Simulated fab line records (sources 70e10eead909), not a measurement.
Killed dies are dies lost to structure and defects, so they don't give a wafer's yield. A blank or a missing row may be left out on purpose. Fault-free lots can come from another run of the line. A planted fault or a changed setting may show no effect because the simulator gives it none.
Which of the tools did it? + flow nand_harc + 33 wafers from 11 lots sampled at 2 of the route's 1302 steps

WHAT THE GAUGES SHOWED, per wafer
NHARC_P_ZERO_WELL_CD_MEAS_52 targets a cd of 2000 nm.
| lot  | measured     | on        | cd_nm (nm)           |
|------|--------------|-----------|----------------------|
| L533 | day 2 11:45  | cd_sem-02 | 2004.4 2001.5 2000.8 |
| L535 | day 3 07:37  | cd_sem-01 | 1999.2 1996.8 1997.3 |
| L536 | day 3 18:17  | cd_sem-02 | 1996.7 1997.0 2000.8 |
| L538 | day 4 13:53  | cd_sem-03 | 2000.9 2000.7 1998.9 |
| L540 | day 5 09:57  | cd_sem-02 | 2002.7 1997.7 2001.1 |
| L541 | day 5 19:29  | cd_sem-02 | 1998.3 1998.8 1999.5 |
| L542 | day 6 07:35  | cd_sem-01 | 1951.2 1950.0 1952.7 |
| L543 | day 6 15:53  | cd_sem-03 | 2001.9 1997.2 1998.2 |
| L544 | day 7 01:53  | cd_sem-01 | 1996.7 1997.6 1999.0 |
| L552 | day 10 10:34 | cd_sem-01 | 1999.1 2000.3 2000.5 |
| L554 | day 11 06:38 | cd_sem-03 | 2002.3 1998.5 1999.5 |

TOOL THAT RAN EACH LOT (tool first, then ch and the chambers of the sampled wafers, then the start)
| lot  | NHARC_P_ZERO_WELL_EXPOSE_49       |
|------|-----------------------------------|
| L533 | krf_scanner-02 ch 0, day 2 11:35  |
| L535 | krf_scanner-04 ch 0, day 3 07:28  |
| L536 | krf_scanner-02 ch 0, day 3 18:07  |
| L538 | krf_scanner-01 ch 0, day 4 13:43  |
| L540 | krf_scanner-04 ch 0, day 5 09:47  |
| L541 | krf_scanner-04 ch 0, day 5 19:20  |
| L542 | krf_scanner-04 ch 0, day 6 07:26  |
| L543 | krf_scanner-01 ch 0, day 6 15:44  |
| L544 | krf_scanner-04 ch 0, day 7 01:45  |
| L552 | krf_scanner-04 ch 0, day 10 10:25 |
| L554 | krf_scanner-04 ch 0, day 11 06:29 |
- NHARC_P_ZERO_WELL_EXPOSE_49: exposes mask P HVPW, target cd 2000 nm.

THE ANSWER, worked out from the rows above alone
Rule: the lots themselves supply what counts as usual. The widest of any qualifying gaps counts: lots, ordered by their means at a reading, are off when they make up no more than a third of the lots, leave a main group of 4 or more, and stand apart from it by 3 or more times the standard deviation of that group's means. Not used: any main group whose means are identical at the precision the tables above print for the reading. A lot without any number at a reading at which 4 lots or more have one is off too. Where the step has rows for the other lots, those lots are counted as sound.
Off at NHARC_P_ZERO_WELL_CD_MEAS_52 (cd_nm): L542. Main group: mean 1999.5 nm, sd 1.3.
A tool fits if, at a process step before that reading, it ran every lot that is off, and no sound lot after the first of them. Gauges at NHARC_P_ZERO_WELL_CD_MEAS_52: tried the same way as those tools. No candidate that was tried fits.

WHAT THE SIMULATOR PUT IN
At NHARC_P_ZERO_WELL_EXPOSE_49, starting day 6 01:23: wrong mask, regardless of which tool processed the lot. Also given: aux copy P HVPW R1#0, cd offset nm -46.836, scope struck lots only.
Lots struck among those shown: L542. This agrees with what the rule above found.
